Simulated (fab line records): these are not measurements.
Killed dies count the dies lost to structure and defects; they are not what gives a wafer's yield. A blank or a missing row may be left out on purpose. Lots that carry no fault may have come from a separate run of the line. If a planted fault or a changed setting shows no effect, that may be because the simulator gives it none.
fab line records :: flow n5_finfet
record:
  lots: 4
  wafers: 12
  last_day: 14
route steps=1938 shown BEOL_M14@1752 BEOL_M15@1773 PASSIVATION@1936
lots untouched by any fault: they come from a run of this same line in which no faults occurred
start_h: hours from the record's first day to the start of the lot's first wafer shown :: wait_h: how many hours have passed since the lot's step before this one :: " identical to the entry in the row above :: L1.1+2: a single row standing in for several wafers :: - no value, or no start given :: * or withheld: withheld :: < > ~ a bound
route shown NAME@n: names a module that has steps shown in the file, with the first one's number in the route :: usual: mean and standard deviation over wafers with no fault :: same: alike in all rows :: chamber/n: place in a boat :: sites: per-site readings :: _std_site: how widely they spread, as a standard deviation :: _edge_site: mean of outer sites minus mean of inner sites :: radius_mm: how far each site lies from the wafer's centre :: mask NAME#n: copy n :: behind: the tool/chamber that last shaped the wafer :: hold: why the lot was held/for how many hours/how that ended :: device: transistor that didn't switch, given as n, p or np :: end of line: tests run on the same wafers once the route is complete :: where a step has no rows: the recipe by itself :: killed: at the first sort, the dies lost to defects and structure; wafer yield is something else :: map: shows each die of a wafer: x if killed, . if not, _ if none is there
set.NAME: the setting that was run; set.NAME@STEP: the one run at that earlier step :: model.NAME: the simulator's own value behind a step, which no gauge read
lots seen at some steps along the route; tables by step, rows by wafer
== steps ==
step: N5_BEOL_M14_STRIP_69
recipe:
  chemistry: N2/H2
  temp_c: 40
  n2_flow_sccm: 200
  h2_flow_sccm: 200
  rf_frequency_hz: 6e+07
step: N5_BEOL_M14_TRENCH_ETCH_34
recipe:
  chemistry: C4F8/O2/Ar
  target: SiO2
  target_depth_a: 5566.5
  mask_material: SOC
  he_inner_torr: 15
  he_outer_torr: 30
  time_s: 126.9
  ion_energy_ev: 800
  pressure_mtorr: 20
  source_w: 1905
  bias_w: 2040
  Ar_flow_sccm: 400
  C4F8_flow_sccm: 16
  O2_flow_sccm: 12
step: N5_BEOL_M14_STRIP_70
recipe:
  chemistry: C4F8/O2/Ar
  resist: SiARC
  rf_frequency_hz: 6e+07
step: N5_BEOL_M14_STRIP_37
recipe:
  chemistry: O2
  power_w: 600
  temp_c: 60
  pressure_mtorr: 30
  rf_frequency_hz: 6e+07
  bias_power_w: 0
  overash_fraction: 0.3
  o2_flow_sccm: 225
step: N5_BEOL_M14_ETCH_38
recipe:
  chemistry: CF4/N2
  target: SiCN
  target_depth_a: 1065
  taper_deg: 2
  time_s: 120.6
  ion_energy_ev: 150
  mask_material: SiO2
  pressure_mtorr: 40
  source_w: 430
  bias_w: 70
  Ar_flow_sccm: 100
  cf4_flow_sccm: 60
  n2_flow_sccm: 60
step: N5_BEOL_M14_PRECLEAN_39
recipe:
  chemistry: residue_remover
  time_s: 60
  temp_c: 40
step: N5_BEOL_M14_SRD_40
recipe:
  time_s: 30
  temp_c: 23
  rinse_liquid: diw
  dry: n2_spin
  spin_rpm: 1500
  dry_time_s: 30
step: N5_BEOL_M14_DEGAS_41
recipe:
  ambient: vacuum
  temp_c: 300
  time_s: 60
step: N5_BEOL_M14_PRE_CLEAN_42
recipe:
  gas: H2/He
  time_s: 30
  temp_c: 300
step: N5_BEOL_M14_SPUTTER_43
recipe:
  material: TaN
  target_thk_a: 150
  temp_c: 50
  bias_v: 168.6
  power_w: 15000
  chamber_pressure_pa: 0.12
  time_s: 24.19
step: N5_BEOL_M14_SPUTTER_44
recipe:
  material: Ta
  target_thk_a: 150
  temp_c: 50
  bias_v: 80
  power_w: 15000
  chamber_pressure_pa: 0.07
  time_s: 24.19
step: N5_BEOL_M14_SPUTTER_45
recipe:
  material: Cu
  target_thk_a: 1000
  temp_c: -20
  bias_v: 60
  power_w: 26000
  chamber_pressure_pa: 0.13
  time_s: 16.67
usual:
  throttle_valve_pct: 29.8/1.1
lot.wafer: L959.1
tool: pvd_sputter-02
chamber: -
start_h: 291.21
wait_h: 0.0
throttle_valve_pct: 28.5

lot.wafer: L959.4
tool: pvd_sputter-02
chamber: -
start_h: 291.21
wait_h: 0.0
throttle_valve_pct: 30.4

lot.wafer: L959.5
tool: pvd_sputter-02
chamber: -
start_h: 291.21
wait_h: 0.0
throttle_valve_pct: 31.0

lot.wafer: L961.3
tool: pvd_sputter-01
chamber: -
start_h: 302.91
wait_h: 0.0
throttle_valve_pct: 29.6

lot.wafer: L961.5
tool: pvd_sputter-01
chamber: -
start_h: 302.91
wait_h: 0.0
throttle_valve_pct: 30.7

lot.wafer: L961.6
tool: pvd_sputter-01
chamber: -
start_h: 302.91
wait_h: 0.0
throttle_valve_pct: 30.0

lot.wafer: L964.1
tool: pvd_sputter-02
chamber: -
start_h: 317.76
wait_h: 0.0
throttle_valve_pct: 28.6

lot.wafer: L964.2
tool: pvd_sputter-02
chamber: -
start_h: 317.76
wait_h: 0.0
throttle_valve_pct: 31.4

lot.wafer: L964.3
tool: pvd_sputter-02
chamber: -
start_h: 317.76
wait_h: 0.0
throttle_valve_pct: 30.1

lot.wafer: L965.1
tool: pvd_sputter-02
chamber: -
start_h: 320.31
wait_h: 0.0
throttle_valve_pct: 29.0

lot.wafer: L965.3
tool: pvd_sputter-02
chamber: -
start_h: 320.31
wait_h: 0.0
throttle_valve_pct: 28.4

lot.wafer: L965.5
tool: pvd_sputter-02
chamber: -
start_h: 320.31
wait_h: 0.0
throttle_valve_pct: 31.1
step: N5_BEOL_M14_ECD_47
recipe:
  material: Cu
  target_thk_a: 12480
step: N5_BEOL_M14_ANNEAL_48
recipe:
  temp_c: 225
  time_s: 90
  ambient: N2
step: N5_BEOL_M14_CMP_49
recipe:
  stop_on: SiO2
  t_overpolish_s: 5.2
  down_force_psi: 2
  platen_rpm: 80
  clearing_platen_down_force_psi: 2
  clearing_platen_rpm: 80
  post_cmp_clean: cu_alkaline
  target_thk_nm: 560
  clearing_platen_pad_velocity_m_s: 1.5917
  pad_velocity_m_s: 1.5917
step: N5_BEOL_M14_PRE_CLEAN_52
recipe:
  gas: NH3
  time_s: 15
  temp_c: withheld
  rf_power_w: 300
step: N5_BEOL_M14_DEP_53
recipe:
  material: SiCN
  target_thk_a: 500
  temp_c: withheld
  precursor: 3MS/NH3
  pressure_torr: 3
  rf_w: 675
  time_s: 17.8
step: N5_BEOL_M15_ILD_DEP_00
recipe:
  material: SiO2
  target_thk_a: 16293
  temp_c: 400
  precursor: TEOS/O2
  pressure_torr: 6.5
  rf_w: 900
  teos_flow_sccm: 161.4
  gas: O2
  flow_sccm: 2650
  time_s: 346.1
step: N5_BEOL_M15_COAT_58
recipe:
  resist: BARC
  temp_c: 205
  time_s: 60
  spin_rpm: 1500
  resist_thk_nm: 89
step: N5_BEOL_M15_COAT_04
recipe:
  spin_rpm: 1704
  resist_thk_nm: 800
step: N5_BEOL_M15_EBR_06
recipe:
  solvent: PGMEA
  ebr_width_mm: 1.5
step: N5_BEOL_M15_SOFTBAKE_05
recipe:
  temp_c: 130
  time_s: 60
step: N5_BEOL_M15_EXPOSE_07
recipe:
  mask_id: V14
  na: 0.8
  source_shape: annular
  sigma_inner: 0.5
  sigma_outer: 0.8
  polarization: unpolarized
  attpsm_phase_deg: 180
  dose_mj: 41.25
step: N5_BEOL_M15_PEB_08
recipe:
  peb_temp_c: 130
  peb_time_s: 90
step: N5_BEOL_M15_DEVELOP_09
recipe:
  develop_time_s: 45
  rinse_liquid: diw
  dry: air_spin
  dev_temp_c: 21
step: N5_BEOL_M15_HARDBAKE_14
recipe:
  temp_c: 130
  time_s: 120
step: N5_BEOL_M15_DESCUM_15
recipe:
  chemistry: O2
  time_s: 7.9
  source_power_w: 50
  bias_power_w: 20
  pressure_mtorr: 20
  rf_frequency_hz: 2.712e+07
  temp_c: 40
  o2_flow_sccm: 225
step: N5_BEOL_M15_ETCH_59
recipe:
  chemistry: N2/H2
  target: BARC
  target_depth_a: 890
  overetch_a: 267
  time_s: 67.9
  ion_energy_ev: 200
  pressure_mtorr: 30
  source_w: 840
  bias_w: 150
  n2_flow_sccm: 200
  h2_flow_sccm: 200
step: N5_BEOL_M15_VIA_ETCH_16
recipe:
  chemistry: C4F8/O2/Ar
  target: SiO2
  he_inner_torr: 15
  he_outer_torr: 30
  target_depth_a: 17922
  time_s: withheld
  ion_energy_ev: 800
  pressure_mtorr: 20
  source_w: 1905
  bias_w: 2040
  Ar_flow_sccm: 400
  C4F8_flow_sccm: 16
  O2_flow_sccm: 12
  ends: cleared
step: N5_BEOL_M15_STRIP_63
recipe:
  chemistry: O2
  power_w: 600
  temp_c: 60
  pressure_mtorr: 30
  rf_frequency_hz: 6e+07
  bias_power_w: 0
  overash_fraction: 0.3
  o2_flow_sccm: 225
step: N5_BEOL_M15_STRIP_64
recipe:
  chemistry: O2
  power_w: 600
  temp_c: 60
  pressure_mtorr: 30
  rf_frequency_hz: 6e+07
  bias_power_w: 0
  overash_fraction: 0.3
  o2_flow_sccm: 225
step: N5_BEOL_M15_STRIP_65
recipe:
  chemistry: post_etch_residue_remover
  time_s: 60
  temp_c: 25
  remover_ph: withheld
  remover_water_wt_pct: withheld
  remover_fluoride_wt_pct: withheld
step: N5_BEOL_M15_SRD_66
recipe:
  time_s: 30
  temp_c: 23
  rinse_liquid: diw
  dry: n2_spin
  spin_rpm: 1500
  dry_time_s: 30
step: N5_PASSIVATION_PROBE_49
usual:
  defect_limited_yield: 91.1/1.4
  killed_at_M0_to_M3: 33/9.1
  killed_at_M4_up: 14/5.6
  killed_at_contacts: 13/5.7
  killed_at_front_end: 42/12
  killed_at_other: 4/3
  killed_dies: 105/16
  killed_on_rim: 13/4
  killed_open: 69/11
  killed_short: 34/7.5
  sort_bin_5_function: 5.2/0.91
  sort_bin_6_memory: 3.3/0.64
  sort_n_pass: 1075/16
  sort_yield_pct: 91.1/1.4
same:
  gross_dies: 1180
  killed_at_back_side: 0
  sort_bin_4_leakage[%]: 0
  sort_bin_8_speed[%]: 0
lot.wafer: L959.1
tool: prober-02
chamber: -
start_h: 309.73
wait_h: 0.0
defect_limited_yield[%]: 91.5
killed_at_M0_to_M3: 40
killed_at_M4_up: 6
killed_at_contacts: 18
killed_at_front_end: 35
killed_at_other: 1
killed_dies: 100
killed_on_rim: 19
killed_open: 65
killed_short: 34
sort_bin_5_function[%]: 5.1
sort_bin_6_memory[%]: 3.2
sort_n_pass: 1080
sort_yield_pct[%]: 91.5

lot.wafer: L959.4
tool: prober-02
chamber: -
start_h: 309.88
wait_h: 0.2
defect_limited_yield[%]: 93.5
killed_at_M0_to_M3: 28
killed_at_M4_up: 9
killed_at_contacts: 7
killed_at_front_end: 32
killed_at_other: 1
killed_dies: 77
killed_on_rim: 11
killed_open: 50
killed_short: 27
sort_bin_5_function[%]: 4.2
sort_bin_6_memory[%]: 1.9
sort_n_pass: 1103
sort_yield_pct[%]: 93.5

lot.wafer: L959.5
tool: prober-02
chamber: -
start_h: 309.93
wait_h: 0.2
defect_limited_yield[%]: 90.3
killed_at_M0_to_M3: 50
killed_at_M4_up: 10
killed_at_contacts: 7
killed_at_front_end: 44
killed_at_other: 3
killed_dies: 114
killed_on_rim: 6
killed_open: 72
killed_short: 40
sort_bin_5_function[%]: 6.0
sort_bin_6_memory[%]: 3.6
sort_n_pass: 1066
sort_yield_pct[%]: 90.3

lot.wafer: L961.3
tool: prober-01
chamber: -
start_h: 323.15
wait_h: 0.1
defect_limited_yield[%]: 92.0
killed_at_M0_to_M3: 16
killed_at_M4_up: 12
killed_at_contacts: 21
killed_at_front_end: 43
killed_at_other: 2
killed_dies: 94
killed_on_rim: 11
killed_open: 54
killed_short: 38
sort_bin_5_function[%]: 4.6
sort_bin_6_memory[%]: 3.1
sort_n_pass: 1086
sort_yield_pct[%]: 92.0

lot.wafer: L961.5
tool: prober-01
chamber: -
start_h: 323.25
wait_h: 0.2
defect_limited_yield[%]: 92.5
killed_at_M0_to_M3: 29
killed_at_M4_up: 4
killed_at_contacts: 16
killed_at_front_end: 39
killed_at_other: 1
killed_dies: 89
killed_on_rim: 11
killed_open: 54
killed_short: 33
sort_bin_5_function[%]: 4.4
sort_bin_6_memory[%]: 2.9
sort_n_pass: 1091
sort_yield_pct[%]: 92.5

lot.wafer: L961.6
tool: prober-01
chamber: -
start_h: 323.30
wait_h: 0.3
defect_limited_yield[%]: 92.1
killed_at_M0_to_M3: 29
killed_at_M4_up: 11
killed_at_contacts: 18
killed_at_front_end: 30
killed_at_other: 5
killed_dies: 93
killed_on_rim: 8
killed_open: 56
killed_short: 36
sort_bin_5_function[%]: 5.2
sort_bin_6_memory[%]: 2.5
sort_n_pass: 1087
sort_yield_pct[%]: 92.1

lot.wafer: L964.1
tool: prober-02
chamber: -
start_h: 341.45
wait_h: 0.0
defect_limited_yield[%]: 85.4
killed_at_M0_to_M3: 31
killed_at_M4_up: 99
killed_at_contacts: 13
killed_at_front_end: 27
killed_at_other: 2
killed_dies: 172
killed_on_rim: 28
killed_open: 57
killed_short: 26
sort_bin_5_function[%]: 8.6
sort_bin_6_memory[%]: 3.4
sort_n_pass: 1008
sort_yield_pct[%]: 85.4

lot.wafer: L964.2
tool: prober-02
chamber: -
start_h: 341.50
wait_h: 0.1
defect_limited_yield[%]: 82.9
killed_at_M0_to_M3: 28
killed_at_M4_up: 151
killed_at_contacts: 5
killed_at_front_end: 18
killed_at_other: 0
killed_dies: 202
killed_on_rim: 8
killed_open: 43
killed_short: 19
sort_bin_5_function[%]: 10.5
sort_bin_6_memory[%]: 4.1
sort_n_pass: 978
sort_yield_pct[%]: 82.9

lot.wafer: L964.3
tool: prober-02
chamber: -
start_h: 341.55
wait_h: 0.1
defect_limited_yield[%]: 84.2
killed_at_M0_to_M3: 25
killed_at_M4_up: 132
killed_at_contacts: 3
killed_at_front_end: 23
killed_at_other: 4
killed_dies: 187
killed_on_rim: 5
killed_open: 47
killed_short: 19
sort_bin_5_function[%]: 10.5
sort_bin_6_memory[%]: 2.4
sort_n_pass: 993
sort_yield_pct[%]: 84.2

lot.wafer: L965.1
tool: prober-01
chamber: -
start_h: 344.70
wait_h: 0.0
defect_limited_yield[%]: 81.4
killed_at_M0_to_M3: 25
killed_at_M4_up: 119
killed_at_contacts: 17
killed_at_front_end: 50
killed_at_other: 9
killed_dies: 220
killed_on_rim: 19
killed_open: 77
killed_short: 28
sort_bin_5_function[%]: 11.6
sort_bin_6_memory[%]: 4.3
sort_n_pass: 960
sort_yield_pct[%]: 81.4

lot.wafer: L965.3
tool: prober-01
chamber: -
start_h: 344.80
wait_h: 0.1
defect_limited_yield[%]: 82.8
killed_at_M0_to_M3: 34
killed_at_M4_up: 96
killed_at_contacts: 19
killed_at_front_end: 50
killed_at_other: 4
killed_dies: 203
killed_on_rim: 36
killed_open: 82
killed_short: 36
sort_bin_5_function[%]: 10.6
sort_bin_6_memory[%]: 4.0
sort_n_pass: 977
sort_yield_pct[%]: 82.8

lot.wafer: L965.5
tool: prober-01
chamber: -
start_h: 344.90
wait_h: 0.2
defect_limited_yield[%]: 81.2
killed_at_M0_to_M3: 27
killed_at_M4_up: 141
killed_at_contacts: 14
killed_at_front_end: 38
killed_at_other: 2
killed_dies: 222
killed_on_rim: 13
killed_open: 61
killed_short: 32
sort_bin_5_function[%]: 11.4
sort_bin_6_memory[%]: 4.7
sort_n_pass: 958
sort_yield_pct[%]: 81.2
killed by level:class
L959.1 MOL_CONTACT_COAG:geometric_particle:open=16 BEOL_M1:geometric_particle:open=11 FIN_SAQP:geometric_particle:short=7 BEOL_M3:geometric_particle:open=7 GATE_CUT:geometric_particle:open=5 BEOL_M0_SAQP:geometric_particle:short=5 STI_FIN_REVEAL:geometric_particle:open=4 GATE_CUT:geometric_particle:short=4
L959.4 BEOL_M1:geometric_particle:open=7 ILD0:geometric_particle:short=6 BEOL_M2:geometric_particle:open=5 BEOL_M3:geometric_particle:open=5 FIN_SAQP:geometric_particle:short=4 MOL_CONTACT_COAG:geometric_particle:open=4 BEOL_M0_SAQP:geometric_particle:short=4 BEOL_M6:geometric_particle:open=4
L959.5 BEOL_M0_SAQP:geometric_particle:open=16 BEOL_M0_SAQP:geometric_particle:short=10 BEOL_M1:geometric_particle:open=10 FIN_SAQP:geometric_particle:open=9 BEOL_M3:geometric_particle:open=9 FIN_SAQP:geometric_particle:short=8 STI_FIN_REVEAL:geometric_particle:open=6 GATE_CUT:geometric_particle:short=6
L961.3 MOL_CONTACT_COAG:geometric_particle:open=17 FIN_SAQP:geometric_particle:short=8 FIN_SAQP:geometric_particle:open=7 STARTING-WAFER:geometric_particle:short=7 GATE_CUT:geometric_particle:short=6 STI_FIN_REVEAL:geometric_particle:open=5 BEOL_M0_SAQP:geometric_particle:short=5 BEOL_M4:geometric_particle:open=5
L961.5 MOL_CONTACT_COAG:geometric_particle:open=14 FIN_SAQP:geometric_particle:short=8 STI_FIN_REVEAL:geometric_particle:open=8 BEOL_M2:geometric_particle:open=7 BEOL_M0_SAQP:geometric_particle:short=6 DUMMY_GATE:geometric_particle:open=5 BEOL_M3:geometric_particle:open=5 BEOL_M0_SAQP:geometric_particle:open=3
L961.6 MOL_CONTACT_COAG:geometric_particle:open=13 FIN_SAQP:geometric_particle:short=8 BEOL_M0_SAQP:geometric_particle:open=8 GATE_CUT:geometric_particle:short=6 BEOL_M2:geometric_particle:open=6 STI_FIN_REVEAL:geometric_particle:open=5 BEOL_M0_SAQP:geometric_particle:short=5 BEOL_M4:geometric_particle:open=5
L964.1 BEOL_M14:unspecified=88 MOL_CONTACT_COAG:geometric_particle:open=12 BEOL_M3:geometric_particle:open=8 BEOL_M0_SAQP:geometric_particle:open=7 BEOL_M0_SAQP:geometric_particle:short=6 FIN_SAQP:geometric_particle:open=4 GATE_CUT:geometric_particle:short=4 DUMMY_GATE:geometric_particle:open=3
L964.2 BEOL_M14:unspecified=140 BEOL_M0_SAQP:geometric_particle:open=8 BEOL_M2:geometric_particle:open=7 BEOL_M0_SAQP:geometric_particle:short=6 BEOL_M3:geometric_particle:open=6 BEOL_M4:geometric_particle:open=5 FIN_SAQP:geometric_particle:short=3 MOL_CONTACT_COAG:geometric_particle:open=3
L964.3 BEOL_M14:unspecified=121 BEOL_M2:geometric_particle:open=8 STI_FIN_REVEAL:geometric_particle:open=6 BEOL_M0_SAQP:geometric_particle:short=5 BEOL_M1:geometric_particle:open=5 BEOL_M4:geometric_particle:open=5 FIN_SAQP:geometric_particle:open=4 FIN_SAQP:geometric_particle:short=4
L965.1 BEOL_M14:unspecified=114 FIN_SAQP:geometric_particle:open=16 MOL_CONTACT_COAG:geometric_particle:open=14 STI_FIN_REVEAL:geometric_particle:open=11 FIN_SAQP:geometric_particle:short=6 BEOL_M1:geometric_particle:open=6 BEOL_M2:geometric_particle:open=5 BEOL_M3:geometric_particle:open=5
L965.3 BEOL_M14:unspecified=83 STI_FIN_REVEAL:geometric_particle:open=28 MOL_CONTACT_COAG:geometric_particle:open=14 BEOL_M3:geometric_particle:open=12 BEOL_M2:geometric_particle:open=8 MOL_CONTACT_COAG:geometric_particle:short=5 BEOL_M0_SAQP:geometric_particle:short=5 BEOL_M5:geometric_particle:short=5
L965.5 BEOL_M14:unspecified=124 BEOL_M2:geometric_particle:open=10 STI_FIN_REVEAL:geometric_particle:open=9 MOL_CONTACT_COAG:geometric_particle:open=9 BEOL_M4:geometric_particle:open=8 BEOL_M3:geometric_particle:open=7 MOL_CONTACT_COAG:geometric_particle:short=5 BEOL_M4:geometric_particle:short=5
map L964.2 (x killed, . not)
_________________....x.......________________
______________....x............._____________
___________.........x..............__________
__________x..................x......_________
________.............................._______
_______...x......................x.....______
______....................x............._____
_____........x..............x............____
____.......x.....................x........___
___...x........................xx..........__
___......x.............x.x....x.x...xx...x.__
__.x.....................x..xxxxxx......x..._
__.x.....x..........x....xxxxxxxx.xx....x..._
_....x..............x.x..xxxxxxxxxx.x........
_.....................xxxxxxxxxxxxxx.........
_...x........x........xxxxxxxxxxxxxxx........
_...................xx..xxxxxxxxxxxxxx.xx....
_x.....................xxxxxxxxxxxxxx........
_.....x.....x........x.xxxxxxxxxxx.xx...x....
_.....................xxxxxxxxxxxxxx......x.x
_....................x.x.xxxxxxxxxxx.........
__.............x.........x.xxx.xx..x........_
__..................x..........x..x.x......._
___.x..x.x......................x..........__
___........................................__
____..x..........xxx......................___
_____.............x.....x................____
______....................x...........x._____
_______.....x....x..................x..______
________..................x..........._______
__________....x....................._________
___________........................__________
______________.............x...._____________
_________________......x...x.________________
map L965.5 (x killed, . not)
_________________..x..x....x.________________
______________.................._____________
___________..................x.....__________
__________...x...............x......_________
________.............................._______
_______.x........x...x..x......x....x..______
______............................x....._____
_____....................................____
____..x..x.x...........x.xx....x.x....x...___
___.........................x....x.........__
___....x..........x....x...x..xx.....x.....__
__..x..........x......x.....x.xxxxx...x...x._
__....x...x............xxx.xxxxx.......x...._
_..x...x.........x...x...xxxxxxxxxxxxx.......
_...........x...........xxxxxxxxxxxxxx.x.....
_..xx.................xxxxxxxxxxxxxx.x.......
_....................x.xxxxxxxxxxxxxxxx......
_....x.....x.....x...x.xxxxxxxxxxxxx.........
_.........x............xxxxxxxxxxxxxx.x......
_....x...........x......x.xxxxxxxxx.x.....x..
_.......................xxxx.xxxx.x.x........
__......x.........x.......x.x..x.x..x......._
__..x...x......x...............x............_
___..............x.........x...............__
___.x............x.........................__
____...xx.........x.......x...x..x...x.xx.___
_____.................x..............xx.x____
______............x..............x......_____
_______................xx..x.......x..x______
________...x.........................x_______
__________...........x.x............_________
___________x..........xx......x....__________
______________.................._____________
_________________...x.....x..________________
== key ==
first_sign:
  step: N5_PASSIVATION_PROBE_49
  reading: killed_at_M4_up
  direction: up
  sigmas: 19
  usual: 14
  struck: 123
effect:
  step: N5_PASSIVATION_PROBE_49
  reading: defect_limited_yield
  direction: down
  sigmas: 6
  usual: 91.1
  struck: 83.0
more_kills_born_at:
  N5_BEOL_M14_SPUTTER_45@pvd_sputter-02: 670
met_at N5_BEOL_M14_SPUTTER_45
struck_wafers L964.1,L964.2,L964.3,L965.1,L965.3,L965.5
onset_between 291.21 317.76
also_fits time
fault:
  kind: chamber_particle_source
  tool: pvd_sputter-02
  chamber: -
  onset_h: 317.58
  steps: N5_BEOL_M14_SPUTTER_45
  rate_per_visit_cm2: 1.0118
  end_h: 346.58
